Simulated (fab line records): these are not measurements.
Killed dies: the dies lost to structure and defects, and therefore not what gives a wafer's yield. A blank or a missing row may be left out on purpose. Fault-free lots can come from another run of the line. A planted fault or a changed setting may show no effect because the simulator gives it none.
fab line records | flow nandHarc
record lots=6 | wafers=18 | lastDay=21
route steps=1159 shown A_CONTACT@856 END@1159
lots untouched by any fault: they come from a run of this same line in which no faults occurred
startH: hours from the record's first day to the start of the lot's first wafer shown | waitH: how many hours have passed since the lot's step before this one | " same as the row above | L1.1+2: a row that stands for several wafers | - no value, or no start was given | * or withheld: withheld | < > ~ a bound
route shown NAME@n: a module of which the file shows steps, and the number in the route of the first | usual: average and standard deviation across the fault-free wafers | same: alike in all rows | chamber/n: place in a boat | sites: per-site readings | _std_site: standard deviation across them | _edge_site: inner sites' mean taken away from outer sites' mean | radiusMm: for every site, how far away it sits from the centre of the wafer | mask NAME#n: copy n | behind: the last tool/chamber to shape the wafer | hold: cause of the lot's hold/its duration in hours/its outcome | device: names the non-switching transistor (n, p or np) | end of line: the tests these same wafers got at the end of their route | a step given without rows: its recipe and nothing more | killed: dies that structure and defects cost at the first sort, which is not the same as the wafer's yield | map: dies across one wafer; x = killed, . = not, _ = none there
set.NAME: the run value of the setting; set.NAME@STEP: its run value at that earlier step | model.NAME: the simulator's own value behind a step, which no gauge read
certain route steps with their lots: each step a table, each wafer a row
services: a tool's chamber out of use, with start hour (startH, from the record's first day; less than 0 if before it), hours out, and reason
## steps
# step NHARC_A_CONTACT_INSPECT_44
# usual rawDefectCount=26/13
lot.wafer | tool             | chamber | startH | waitH | rawDefectCount
L740.1    | defectInspect-01 | -       | 372.18 | 0.0   | 18
L740.4    | "                | -       | "      | "     | 13
L740.5    | "                | -       | "      | "     | 9
L738.1    | defectInspect-02 | -       | 375.33 | 0.0   | 21
L738.5    | "                | -       | "      | "     | 22
L738.6    | "                | -       | "      | "     | 25
L739.2    | defectInspect-02 | -       | 379.72 | 0.0   | 25
L739.4    | "                | -       | "      | "     | 26
L739.5    | "                | -       | "      | "     | 27
L742.2    | defectInspect-01 | -       | 404.51 | 0.0   | 34
L742.3    | "                | -       | "      | "     | 33
L742.4    | "                | -       | "      | "     | 33
L749.1    | defectInspect-01 | -       | 437.39 | 0.0   | 14
L749.4    | "                | -       | "      | "     | 35
L749.6    | "                | -       | "      | "     | 26
L750.1    | defectInspect-01 | -       | 441.30 | 0.0   | 29
L750.2    | "                | -       | "      | "     | 44
L750.3    | "                | -       | "      | "     | 31
# step NHARC_A_CONTACT_DESCUM_47
# recipe timeS=3 | o2FlowSccm=200 | arFlowSccm=0 | biasPowerW=0 | chemistry=O2
# step NHARC_A_CONTACT_ETCH_48
# recipe targetDepthA=390 | overEtchFrac=0.3 | timeS=65 | ionEnergyEv=80 | cf4FlowSccm=150 | arFlowSccm=0 | rfW=300 | biasW=100 | chemistry=CF4
# step NHARC_A_CONTACT_ETCH_49
# recipe targetDepthA=2600 | overEtchFrac=0.3 | timeS=475.3 | ionEnergyEv=200 | n2FlowSccm=150 | h2FlowSccm=150 | arFlowSccm=0 | rfW=400 | biasW=150 | chemistry=N2/H2
# step NHARC_A_CONTACT_ETCH_50
# recipe targetDepthA=847 | timeS=42.4 | cf4FlowSccm=100 | chf3FlowSccm=30 | arFlowSccm=0 | rfW=500 | biasW=200 | chemistry=CF4/CHF3
# usual drypumpMotorCurrentA=5.8/0.65 | oesProductAu=0.953/0.023 | rfVppV=370.8/2.4 | showerheadPlenumPTorr=1.58/0.066 | throttleValvePct=16.802/0.0091
lot.wafer | tool       | chamber | startH | waitH | drypumpMotorCurrentA | oesProductAu | rfHoursCounterH | rfVppV | showerheadPlenumPTorr | throttleValvePct
L740.1    | rieDiel-13 | 0       | -      | -     | 5.5                  | 0.941        | 36              | 373.7  | 1.67                  | 16.795
L740.4    | "          | 2       | "      | "     | 6.5                  | 0.942        | 32              | 368.5  | 1.46                  | 16.818
L740.5    | "          | 1       | "      | "     | 5.3                  | 0.937        | -               | 372.9  | 1.63                  | 16.795
L738.1    | rieDiel-13 | 1       | -      | -     | 5.3                  | 0.936        | 33              | 370.5  | 1.63                  | 16.804
L738.5    | "          | 0       | "      | "     | 5.5                  | 0.930        | -               | 373.6  | 1.67                  | 16.818
L738.6    | "          | 1       | "      | "     | 5.3                  | 0.937        | -               | 372.6  | 1.63                  | 16.789
L739.2    | rieDiel-11 | 0       | -      | -     | 5.9                  | 0.952        | 1               | 371.8  | 1.66                  | 16.784
L739.4    | "          | 1       | "      | "     | 6.6                  | 0.941        | 1               | 372.0  | 1.58                  | 16.796
L739.5    | "          | 0       | "      | "     | 5.9                  | 0.950        | -               | 373.1  | 1.66                  | 16.796
L742.4    | rieDiel-11 | 1       | -      | -     | 6.6                  | 0.962        | 5               | 371.1  | 1.58                  | 16.802
L742.3    | "          | 2       | "      | "     | 4.8                  | 0.943        | 6               | 368.6  | 1.52                  | 16.823
L742.2    | "          | 3       | "      | "     | 6.3                  | 0.983        | 6               | 369.7  | 1.54                  | 16.802
L749.4    | rieDiel-13 | 3       | -      | -     | 6.3                  | 0.944        | 62              | 371.5  | 1.62                  | 16.799
L749.1    | "          | 2       | "      | "     | 6.4                  | 0.947        | 58              | 366.6  | 1.46                  | 16.805
L749.6    | "          | 0       | "      | "     | 5.5                  | 0.944        | -               | 373.4  | 1.67                  | 16.793
L750.2    | rieDiel-13 | 2       | -      | -     | 6.5                  | 0.949        | 59              | 364.9  | 1.46                  | 16.813
L750.1    | "          | 3       | "      | "     | 6.3                  | 0.931        | 63              | 371.7  | 1.62                  | 16.813
L750.3    | "          | 0       | "      | "     | 5.5                  | 0.945        | 64              | 372.9  | 1.67                  | 16.800
# step NHARC_A_CONTACT_ETCH_51
# recipe targetDepthA=36000 | overEtchFrac=0.3 | timeS=936 | ionEnergyEv=150 | o2FlowSccm=400 | cosFlowSccm=20 | arFlowSccm=0 | rfW=500 | biasW=300 | chemistry=O2/COS
# step NHARC_A_CONTACT_ETCH_111
# recipe sourceW=withheld | pressureMtorr=20 | biasV=withheld | timeS=140 | targetDepthA=7000 | arFlowSccm=withheld | c4f8FlowSccm=withheld | o2FlowSccm=withheld | chemistry=C4F8/O2/Ar
# step NHARC_A_CONTACT_ETCH_112
# recipe sourceW=withheld | pressureMtorr=20 | biasV=3000 | timeS=94 | targetDepthA=9220 | arFlowSccm=withheld | c4f8FlowSccm=withheld | o2FlowSccm=withheld | chemistry=C4F8/O2/Ar
# step NHARC_A_CONTACT_ETCH_113
# recipe sourceW=withheld | pressureMtorr=20 | biasV=3000 | timeS=94 | targetDepthA=9220 | arFlowSccm=withheld | c4f8FlowSccm=withheld | o2FlowSccm=withheld | chemistry=C4F8/O2/Ar
lot.wafer | tool          | chamber | startH | waitH | rfHoursCounterH
L740.1    | harCapEtch-03 | 0       | 373.81 | 0.1   | 82
L740.4    | "             | 0       | "      | "     | -
L740.5    | "             | 1       | "      | "     | -
L738.1    | harCapEtch-03 | 1       | 376.95 | 0.1   | 83
L738.6    | "             | 0       | "      | "     | -
L738.5    | "             | 1       | "      | "     | -
L739.2    | harCapEtch-03 | 0       | 381.61 | 0.1   | 84
L739.4    | "             | 0       | "      | "     | -
L739.5    | "             | 0       | "      | "     | -
L742.2    | harCapEtch-01 | 0       | 406.11 | 0.1   | 62
L742.4    | "             | 0       | "      | "     | -
L742.3    | "             | 1       | "      | "     | -
L749.1    | harCapEtch-01 | 1       | 439.23 | 0.1   | 68
L749.4    | "             | 1       | "      | "     | -
L749.6    | "             | 0       | "      | "     | -
L750.1    | harCapEtch-01 | 0       | 443.04 | 0.1   | 69
L750.2    | "             | 1       | "      | "     | 69
L750.3    | "             | 0       | "      | "     | -
# step NHARC_A_CONTACT_ETCH_114
# recipe sourceW=withheld | pressureMtorr=20 | biasV=3000 | timeS=94 | targetDepthA=9220 | arFlowSccm=withheld | c4f8FlowSccm=withheld | o2FlowSccm=withheld | chemistry=C4F8/O2/Ar
# step NHARC_A_CONTACT_ETCH_115
# recipe sourceW=withheld | pressureMtorr=20 | biasV=3000 | timeS=94 | targetDepthA=9220 | arFlowSccm=withheld | c4f8FlowSccm=withheld | o2FlowSccm=withheld | chemistry=C4F8/O2/Ar
# step NHARC_A_CONTACT_ETCH_116
# recipe sourceW=withheld | pressureMtorr=20 | biasV=3000 | timeS=94 | targetDepthA=9220 | arFlowSccm=withheld | c4f8FlowSccm=withheld | o2FlowSccm=withheld | chemistry=C4F8/O2/Ar
lot.wafer | tool          | chamber | startH | waitH | rfHoursCounterH
L740.1    | harCapEtch-03 | 0       | 374.08 | 0.1   | 82
L740.4    | "             | 0       | "      | "     | -
L740.5    | "             | 1       | "      | "     | -
L738.1    | harCapEtch-03 | 1       | 377.23 | 0.1   | 83
L738.6    | "             | 0       | "      | "     | -
L738.5    | "             | 1       | "      | "     | -
L739.2    | harCapEtch-03 | 0       | 381.88 | 0.1   | 84
L739.4    | "             | 0       | "      | "     | -
L739.5    | "             | 0       | "      | "     | -
L742.2    | harCapEtch-01 | 0       | 406.38 | 0.1   | 63
L742.4    | "             | 0       | "      | "     | -
L742.3    | "             | 1       | "      | "     | -
L749.1    | harCapEtch-01 | 1       | 439.50 | 0.1   | 68
L749.4    | "             | 1       | "      | "     | -
L749.6    | "             | 0       | "      | "     | -
L750.1    | harCapEtch-01 | 0       | 443.32 | 0.1   | 69
L750.2    | "             | 1       | "      | "     | 69
L750.3    | "             | 0       | "      | "     | -
# step NHARC_A_CONTACT_ETCH_117
# recipe sourceW=withheld | pressureMtorr=20 | biasV=3000 | timeS=94 | targetDepthA=9220 | arFlowSccm=withheld | c4f8FlowSccm=withheld | o2FlowSccm=withheld | chemistry=C4F8/O2/Ar
lot.wafer | tool          | chamber | startH | waitH | rfHoursCounterH
L740.1    | harCapEtch-03 | 0       | 374.17 | 0.1   | 82
L740.4    | "             | 0       | "      | "     | -
L740.5    | "             | 1       | "      | "     | -
L738.1    | harCapEtch-03 | 1       | 377.32 | 0.1   | 83
L738.6    | "             | 0       | "      | "     | -
L738.5    | "             | 1       | "      | "     | -
L739.2    | harCapEtch-03 | 0       | 381.97 | 0.1   | 85
L739.4    | "             | 0       | "      | "     | -
L739.5    | "             | 0       | "      | "     | -
L742.2    | harCapEtch-01 | 0       | 406.48 | 0.1   | 63
L742.4    | "             | 0       | "      | "     | -
L742.3    | "             | 1       | "      | "     | -
L749.1    | harCapEtch-01 | 1       | 439.59 | 0.1   | 68
L749.4    | "             | 1       | "      | "     | -
L749.6    | "             | 0       | "      | "     | -
L750.1    | harCapEtch-01 | 0       | 443.41 | 0.1   | 69
L750.2    | "             | 1       | "      | "     | 69
L750.3    | "             | 0       | "      | "     | -
# step NHARC_A_CONTACT_ETCH_118
# recipe sourceW=withheld | pressureMtorr=20 | biasV=3000 | timeS=94 | targetDepthA=9220 | arFlowSccm=withheld | c4f8FlowSccm=withheld | o2FlowSccm=withheld | chemistry=C4F8/O2/Ar
# step NHARC_A_CONTACT_ETCH_119
# recipe sourceW=withheld | pressureMtorr=20 | biasV=3000 | timeS=94 | targetDepthA=9220 | arFlowSccm=withheld | c4f8FlowSccm=withheld | o2FlowSccm=withheld | chemistry=C4F8/O2/Ar
lot.wafer | tool          | chamber | startH | waitH | rfHoursCounterH
L740.1    | harCapEtch-03 | 0       | 374.35 | 0.1   | 82
L740.4    | "             | 0       | "      | "     | -
L740.5    | "             | 1       | "      | "     | -
L738.1    | harCapEtch-03 | 1       | 377.50 | 0.1   | 84
L738.6    | "             | 0       | "      | "     | -
L738.5    | "             | 1       | "      | "     | -
L739.2    | harCapEtch-03 | 0       | 382.15 | 0.1   | 85
L739.4    | "             | 0       | "      | "     | -
L739.5    | "             | 0       | "      | "     | -
L742.2    | harCapEtch-01 | 0       | 406.66 | 0.1   | 63
L742.4    | "             | 0       | "      | "     | -
L742.3    | "             | 1       | "      | "     | -
L749.1    | harCapEtch-01 | 1       | 439.77 | 0.1   | 68
L749.4    | "             | 1       | "      | "     | -
L749.6    | "             | 0       | "      | "     | -
L750.1    | harCapEtch-01 | 0       | 443.59 | 0.1   | 70
L750.2    | "             | 1       | "      | "     | 70
L750.3    | "             | 0       | "      | "     | -
# step NHARC_A_CONTACT_ETCH_120
# recipe sourceW=withheld | pressureMtorr=20 | biasV=3000 | timeS=94 | targetDepthA=9220 | arFlowSccm=withheld | c4f8FlowSccm=withheld | o2FlowSccm=withheld | chemistry=C4F8/O2/Ar
# step NHARC_A_CONTACT_ETCH_121
# recipe sourceW=withheld | pressureMtorr=20 | biasV=3000 | timeS=94 | targetDepthA=9220 | arFlowSccm=withheld | c4f8FlowSccm=withheld | o2FlowSccm=withheld | chemistry=C4F8/O2/Ar
# step NHARC_A_CONTACT_ETCH_122
# recipe sourceW=withheld | pressureMtorr=20 | biasV=3000 | timeS=95 | targetDepthA=9300 | arFlowSccm=withheld | c4f8FlowSccm=withheld | o2FlowSccm=withheld | chemistry=C4F8/O2/Ar
lot.wafer | tool          | chamber | startH | waitH | rfHoursCounterH
L740.1    | harCapEtch-03 | 0       | 374.62 | 0.1   | 83
L740.4    | "             | 0       | "      | "     | -
L740.5    | "             | 1       | "      | "     | -
L738.1    | harCapEtch-03 | 1       | 377.77 | 0.1   | 84
L738.6    | "             | 0       | "      | "     | -
L738.5    | "             | 1       | "      | "     | -
L739.2    | harCapEtch-03 | 0       | 382.42 | 0.1   | 85
L739.4    | "             | 0       | "      | "     | -
L739.5    | "             | 0       | "      | "     | -
L742.2    | harCapEtch-01 | 0       | 406.93 | 0.1   | 63
L742.4    | "             | 0       | "      | "     | -
L742.3    | "             | 1       | "      | "     | -
L749.1    | harCapEtch-01 | 1       | 440.05 | 0.1   | 69
L749.4    | "             | 1       | "      | "     | -
L749.6    | "             | 0       | "      | "     | -
L750.1    | harCapEtch-01 | 0       | 443.86 | 0.1   | 70
L750.2    | "             | 1       | "      | "     | 70
L750.3    | "             | 0       | "      | "     | -
# step NHARC_A_CONTACT_ETCH_123
# recipe sourceW=withheld | pressureMtorr=20 | biasV=400 | timeS=253 | targetDepthA=10900 | arFlowSccm=withheld | c4f8FlowSccm=11.5 | o2FlowSccm=7.2 | chemistry=C4F8/O2/Ar
# step NHARC_A_CONTACT_ETCH_90
# recipe targetDepthA=400 | overEtchFrac=0.5 | timeS=85.7 | ionEnergyEv=120 | ch3fFlowSccm=50 | o2FlowSccm=30 | arFlowSccm=200 | rfW=500 | biasW=100 | chemistry=CH3F/O2
# step NHARC_A_CONTACT_ETCH_96
# recipe targetDepthA=200 | overEtchFrac=0.5 | timeS=10 | ionEnergyEv=250 | c4f6FlowSccm=25 | o2FlowSccm=20 | arFlowSccm=500 | rfW=600 | biasW=500 | chemistry=C4F6/O2
# step NHARC_A_CONTACT_CD_MEAS_53
# usual cdNm=190.0/0.72
lot.wafer | tool     | chamber | startH | waitH | cdNm
L740.1    | cdSem-03 | -       | 375.52 | -     | 191.5
L740.4    | "        | -       | "      | "     | 190.4
L740.5    | "        | -       | "      | "     | 189.4
L738.1    | cdSem-01 | -       | 378.68 | -     | 189.7
L738.5    | "        | -       | "      | "     | 189.7
L738.6    | "        | -       | "      | "     | 190.5
L739.2    | cdSem-02 | -       | 383.52 | -     | 190.7
L739.4    | "        | -       | "      | "     | 191.1
L739.5    | "        | -       | "      | "     | 191.4
L742.2    | cdSem-02 | -       | 407.83 | -     | 189.9
L742.3    | "        | -       | "      | "     | 190.3
L742.4    | "        | -       | "      | "     | 190.6
L749.1    | cdSem-03 | -       | 440.99 | -     | 189.6
L749.4    | "        | -       | "      | "     | 188.7
L749.6    | "        | -       | "      | "     | 190.5
L750.1    | cdSem-01 | -       | 444.81 | -     | 189.7
L750.2    | "        | -       | "      | "     | 190.1
L750.3    | "        | -       | "      | "     | 190.0
# step NHARC_A_CONTACT_STRIP_99
# recipe n2FlowSccm=150 | h2FlowSccm=150 | arFlowSccm=0 | biasW=0 | chemistry=N2/H2
# step NHARC_A_CONTACT_STRIP_100
# recipe cf4FlowSccm=100 | chf3FlowSccm=30 | arFlowSccm=0 | biasW=0 | chemistry=CF4/CHF3
# step NHARC_A_CONTACT_STRIP_101
# recipe o2FlowSccm=400 | cosFlowSccm=20 | arFlowSccm=0 | biasW=0 | chemistry=O2/COS
# step NHARC_A_CONTACT_ETCH_102
# recipe targetDepthA=700 | overetchA=70 | timeS=38.5 | ionEnergyEv=100 | cf4FlowSccm=80 | o2FlowSccm=20 | arFlowSccm=0 | rfW=300 | biasW=100 | chemistry=CF4/O2
# step NHARC_A_CONTACT_STRIP_55
# recipe o2FlowSccm=500 | arFlowSccm=0 | biasW=0 | chemistry=O2
# step NHARC_A_CONTACT_STRIP_56
# recipe timeS=600 | tempC=30 | chemistry=postEtchResidueRemover
# step NHARC_A_CONTACT_DEP_57
# recipe targetThkA=28000 | tempC=400 | material=aC
# step NHARC_A_CONTACT_DEP_58
# recipe targetThkA=600 | targetThkNm=60 | tempC=400 | pressureTorr=3.5 | flowSccm=200 | rfW=350 | material=SiON
# step NHARC_A_CONTACT_DEHYDRATE_59
# recipe tempC=150 | timeS=120
# step NHARC_A_CONTACT_HMDS_60
# recipe timeS=30
# step NHARC_A_CONTACT_COAT_61
# recipe tempC=260 | timeS=75
# step NHARC_A_CONTACT_COAT_62
# recipe tempC=225 | timeS=65
# step NHARC_A_CONTACT_COAT_63
# recipe spinRpm=1500 | resistThkNm=90
# step NHARC_A_CONTACT_SOFTBAKE_64
# recipe tempC=105 | timeS=55
# step NHARC_A_CONTACT_EBR_65
# step NHARC_A_CONTACT_EXPOSE_66
# recipe na=1.35 | sigmaOuter=0.8 | doseMj=59.02 | maskId=A_CC_2
# step NHARC_A_CONTACT_PEB_67
# recipe pebTempC=100 | pebTimeS=65
# step NHARC_A_CONTACT_DEVELOP_68
# recipe developTimeS=35 | devTempC=23
# step NHARC_A_CONTACT_CD_MEAS_69
# recipe targetCdNm=200 | landingEnergyEv=500
# usual cdNm=200.1/0.67
# same landingEnergyEv=500
lot.wafer | tool     | chamber | startH | waitH | cdNm
L740.1    | cdSem-02 | 0       | 379.14 | -     | 200.2
L740.4    | "        | 0       | "      | "     | 199.8
L740.5    | "        | 0       | "      | "     | 199.2
L738.1    | cdSem-03 | 0       | 382.62 | -     | 199.6
L738.5    | "        | 0       | "      | "     | 200.3
L738.6    | "        | 0       | "      | "     | 199.5
L739.2    | cdSem-01 | 0       | 386.96 | -     | 199.6
L739.4    | "        | 0       | "      | "     | 199.3
L739.5    | "        | 0       | "      | "     | 200.2
L742.2    | cdSem-01 | 0       | 414.35 | -     | 198.7
L742.3    | "        | 0       | "      | "     | 200.6
L742.4    | "        | 0       | "      | "     | 199.5
L749.1    | cdSem-02 | 0       | 445.29 | -     | 199.7
L749.4    | "        | 0       | "      | "     | 200.7
L749.6    | "        | 0       | "      | "     | 199.7
L750.1    | cdSem-03 | 0       | 448.39 | -     | 200.9
L750.2    | "        | 0       | "      | "     | 200.6
L750.3    | "        | 0       | "      | "     | 200.6
# step NHARC_A_CONTACT_OVL_MEAS_70
# usual overlayXNm=-0.2/0.92 | overlayYNm=0.1/0.84
lot.wafer | tool       | chamber | startH | waitH | overlayXNm | overlayYNm
L740.1    | overlay-01 | -       | 379.22 | -     | 0.0        | 1.2
L740.4    | "          | -       | "      | "     | -0.2       | 1.1
L740.5    | "          | -       | "      | "     | -0.4       | 1.0
L738.1    | overlay-02 | -       | 382.70 | -     | 0.1        | -0.3
L738.5    | "          | -       | "      | "     | 0.2        | 0.2
L738.6    | "          | -       | "      | "     | 0.1        | -0.1
L739.2    | overlay-02 | -       | 387.04 | -     | -0.7       | 0.0
L739.4    | "          | -       | "      | "     | -0.6       | 0.5
L739.5    | "          | -       | "      | "     | -0.3       | 0.7
L742.2    | overlay-02 | -       | 414.44 | -     | -1.8       | 1.1
L742.3    | "          | -       | "      | "     | -1.2       | 0.9
L742.4    | "          | -       | "      | "     | -1.7       | 0.9
L749.1    | overlay-02 | -       | 445.38 | -     | -1.8       | 1.6
L749.4    | "          | -       | "      | "     | -2.8       | 0.9
L749.6    | "          | -       | "      | "     | -1.6       | 1.4
L750.1    | overlay-02 | -       | 448.48 | -     | -0.2       | -0.3
L750.2    | "          | -       | "      | "     | -0.3       | 0.2
L750.3    | "          | -       | "      | "     | 0.3        | -0.4
# step NHARC_END_SORT_01
# recipe tempC=25
# usual killedAtArray=26/9.7 | killedAtOther=1.0/1.2 | killedAtPeriphery=3.9/2.6 | killedDies=31/9.7 | killedOpen=3.2/1.8 | killedShort=2.0/1.3
# same grossDies=677
lot.wafer | tool      | chamber | startH | waitH | killedAtArray | killedAtOther | killedAtPeriphery | killedDies | killedOpen | killedShort
L749.1    | prober-01 | 0       | 504.11 | 2.5   | 68            | 4             | 4                 | 76         | 2          | 1
L749.4    | prober-01 | 0       | 506.53 | 3.4   | 84            | 1             | 10                | 95         | 5          | 4
L749.6    | prober-01 | 0       | 508.14 | 4.0   | 86            | 4             | 5                 | 95         | 2          | 3
L750.1    | prober-01 | 0       | 511.91 | 2.5   | 89            | 0             | 7                 | 96         | 4          | 0
L750.2    | prober-01 | 0       | 512.72 | 2.8   | 95            | 0             | 6                 | 101        | 1          | 0
L750.3    | prober-01 | 0       | 513.53 | 3.1   | 87            | 1             | 7                 | 95         | 6          | 2
# killed by level:class
L749.1 A_CONTACT:unspecified=52 A_SLIT:chamberFilmFlake=8 A_CHANNEL_HOLE_D1:chamberFilmFlake=3 A_CONTACT:chamberFilmFlake=3 HYBRID_BOND:chamberFilmFlake=3 P_GATE:geometricParticle:open=1 P_CONTACT:geometricParticle:open=1 A_BLC:geometricParticle:short=1
L749.4 A_CONTACT:unspecified=52 A_SLIT:chamberFilmFlake=20 P_CONTACT:chamberFilmFlake=4 A_CHANNEL_HOLE_D1:chamberFilmFlake=3 P_CONTACT:geometricParticle:open=2 A_CHANNEL_FILL_D1:geometricParticle:short=2 A_CONTACT:chamberFilmFlake=2 P_GATE:geometricParticle:open=1
L749.6 A_CONTACT:unspecified=64 A_SLIT:chamberFilmFlake=9 P_CONTACT:chamberFilmFlake=4 A_CHANNEL_HOLE_D1:chamberFilmFlake=3 A_CONTACT:chamberFilmFlake=3 THIN_TSV:chamberFilmFlake=3 A_ONON_D1:geometricParticle:short=1 A_ONON_D1:geometricParticle:open=1
L750.1 A_CONTACT:unspecified=60 A_CHANNEL_HOLE_D1:chamberFilmFlake=17 A_STAIRCASE:chamberFilmFlake=7 A_M0:geometricParticle:open=2 P_ZERO_WELL:chamberFilmFlake=2 P_STI:chamberFilmFlake=2 A_CONTACT:chamberFilmFlake=2 P_GATE:geometricParticle:open=1
L750.2 A_CONTACT:unspecified=56 A_CHANNEL_HOLE_D1:chamberFilmFlake=27 A_STAIRCASE:chamberFilmFlake=8 P_CONTACT:chamberFilmFlake=3 P_ZERO_WELL:chamberFilmFlake=2 A_ZERO_WELL:chamberFilmFlake=2 A_ONON_D1:geometricParticle:open=1 P_GATE:chamberFilmFlake=1
L750.3 A_CONTACT:unspecified=62 A_CHANNEL_HOLE_D1:chamberFilmFlake=15 A_STAIRCASE:chamberFilmFlake=3 A_CONTACT:chamberFilmFlake=3 P_CONTACT:geometricParticle:open=2 P_ZERO_WELL:chamberFilmFlake=2 P_M0:geometricParticle:open=1 P_M1:geometricParticle:short=1
# map L749.4 (x killed, . not)
____________.____________
_________......._________
_______..........._______
______.......x.....______
_____xxxx..........._____
____xxx.x............____
____xxxxx............____
___xxxxxx.............___
___xxxxxx.............___
__xxxxx.......x........__
__xxxxx.............x..__
_.xxxxx.x.......x......._
_xxx.xxxx........x.xx..._
_..xxx.........x........_
_...x........x..x.x..x.x_
_...xx............x.x..._
...........xx.....xxxxx..
..................x.xx...
..........x.......xxxx.x.
.......x..............x..
...............x...x.x...
_......................._
_..................x...._
_......................._
_......................x_
_......................._
__.....................__
__x....................__
___...................___
___........x..........___
____.................____
____......x..........____
_____..............._____
______.............______
_______..........._______
_________......._________
____________.____________
# map L750.2 (x killed, . not)
____________.____________
_________......._________
_______..........._______
______xx...........______
_____xx............._____
____xxx..............____
____xxxxx............____
___xxxxxx.............___
___xxxx.x.............___
__xxxxxx...............__
__xxxxx.x.....x........__
_xxxxxxx..x............._
_xxxxxxx....x..x........_
_x.xxx.x..........x....._
_..xx.........x........._
_.....x................._
.........................
.........................
.........................
........x.........x......
.................x.......
_...........x.x.x......._
_.........x..x.x........_
_..........x...x........_
_..........x...x........_
_............xx.x......._
__.........x.xxx.xx....__
__.......x.x.x...x.....__
___.........x.x.......___
___.........x.x.......___
____.........xx.xx...____
____.................____
_____..............._____
______.............______
_______...x.x..x.._______
_________x......_________
____________.____________
## services
tool       | chamber | startH | hours | kind
rieDiel-11 | 0       | 356.30 | 4.6   | repair
rieDiel-13 | 0       | 358.59 | -     | clean
rieDiel-13 | 1       | 358.59 | -     | clean
rieDiel-13 | 2       | 358.59 | -     | clean
rieDiel-13 | 3       | 358.59 | -     | clean
rieDiel-11 | -       | 366.64 | 9.0   | pm
rieDiel-11 | 0       | 366.64 | 9.0   | ventCycle
rieDiel-11 | 1       | 366.64 | 9.0   | ventCycle
rieDiel-11 | 2       | 366.64 | 9.0   | ventCycle
rieDiel-11 | 3       | 366.64 | 9.0   | ventCycle
rieDiel-11 | 0       | 375.64 | -     | clean
rieDiel-13 | 0       | 383.09 | -     | clean
rieDiel-13 | 1       | 383.09 | -     | clean
rieDiel-13 | 2       | 383.09 | -     | clean
rieDiel-13 | 3       | 383.09 | -     | clean
rieDiel-13 | 0       | 408.02 | -     | clean
rieDiel-13 | 1       | 408.02 | -     | clean
rieDiel-13 | 2       | 408.02 | -     | clean
rieDiel-13 | 3       | 408.02 | -     | clean
rieDiel-11 | -       | 432.78 | 0.4   | repair
rieDiel-13 | 0       | 433.04 | -     | clean
rieDiel-13 | 1       | 433.04 | -     | clean
rieDiel-13 | 2       | 433.04 | -     | clean
rieDiel-13 | 3       | 433.04 | -     | clean
## key
firstSign step=NHARC_END_SORT_01 | reading=killedDies | direction=up | sigmas=6.4 | usual=31 | struck=93
effect step=NHARC_END_SORT_01 | reading=killedAtArray | direction=up | sigmas=6.1 | usual=26 | struck=85
moreKillsBornAt NHARC_A_CONTACT_ETCH_117@harCapEtch-01=344
metAt NHARC_A_CONTACT_ETCH_117
struckWafers L749.1,L749.4,L749.6,L750.1,L750.2,L750.3
testerLeftOut L749,L750
onsetBetween 406.48 439.59
alsoFits time
fault kind=chamberParticleSource | tool=harCapEtch-01 | chamber=- | onsetH=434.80 | steps=NHARC_A_CONTACT_ETCH_117 | ratePerVisitCm2=0.3834 | endH=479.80
# testerLeftOut: of these lots the tester's yield and bins aren't shown, on N5 and GAA mostly nor the transistor test; their killed dies are dies lost to structure and defects alone, not to doping, threshold or leakage, so they don't give the yield
